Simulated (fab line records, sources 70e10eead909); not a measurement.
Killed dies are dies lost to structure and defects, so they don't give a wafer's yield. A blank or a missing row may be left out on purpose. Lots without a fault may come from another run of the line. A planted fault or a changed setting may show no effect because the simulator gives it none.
Which tool did it? | flow nand_harc | 6 lots, 18 wafers sampled, at 3 steps of a route of 1302

WHAT THE GAUGES READ, wafer by wafer
NHARC_P_GATE_CD_MEAS_11: target cd 1640 nm.
lot  | measured     | on        | cd_nm (nm)
L388 | day 4 16:04  | cd_sem-03 | 1640.6 1635.5 1640.9
L390 | day 5 14:37  | cd_sem-02 | 1640.8 1642.6 1640.0
L394 | day 7 05:35  | cd_sem-02 | 1637.2 1638.5 1637.8
L397 | day 8 13:04  | cd_sem-02 | 1637.8 1640.2 1638.6
L399 | day 9 07:24  | cd_sem-01 | 1640.4 1640.3 1640.8
L402 | day 10 08:20 | cd_sem-02 | 1635.4 1638.2 1634.4

WHICH TOOL RAN EACH LOT (tool, then ch and the chambers of the sampled wafers, then the start)
lot  | NHARC_P_STI_CMP_21           | NHARC_P_GATE_EXPOSE_08
L388 | cmp-04 ch 0,2,3, day 3 23:17 | krf_scanner-03 ch 0, day 4 15:55
L390 | cmp-04 ch 0,1,2, day 4 21:30 | krf_scanner-02 ch 0, day 5 14:27
L394 | cmp-02 ch 1,2,3, day 6 09:43 | krf_scanner-02 ch 0, day 7 05:25
L397 | cmp-02 ch 1,2,3, day 7 18:40 | krf_scanner-04 ch 0, day 8 12:55
L399 | cmp-03 ch 0,1,3, day 8 15:19 | krf_scanner-02 ch 0, day 9 07:15
L402 | cmp-03 ch 0,1, day 9 18:23   | krf_scanner-04 ch 0, day 10 08:10
- NHARC_P_STI_CMP_21: polishes, t overpolish 20 s, target thk 380.67 nm.
- NHARC_P_GATE_EXPOSE_08: exposes mask P HV.

THE ANSWER, worked out from the rows above alone
Rule: what is usual is taken from the lots themselves. Put in order of their means at a reading, lots are off if they are a third of the lots or fewer, leave a main group of 4 or more, and stand apart from it by a gap of 3 or more times the standard deviation of the main group's means; of several such gaps the widest counts. A main group whose means are all the same, to the digits that the tables above print for the reading, isn't used. A lot without any number at a reading at which 4 lots or more have one is off too. The other lots that the step has rows for count as sound.
No lot is off at any reading shown: from this, nothing can be told.

WHAT THE SIMULATOR HAD PUT IN
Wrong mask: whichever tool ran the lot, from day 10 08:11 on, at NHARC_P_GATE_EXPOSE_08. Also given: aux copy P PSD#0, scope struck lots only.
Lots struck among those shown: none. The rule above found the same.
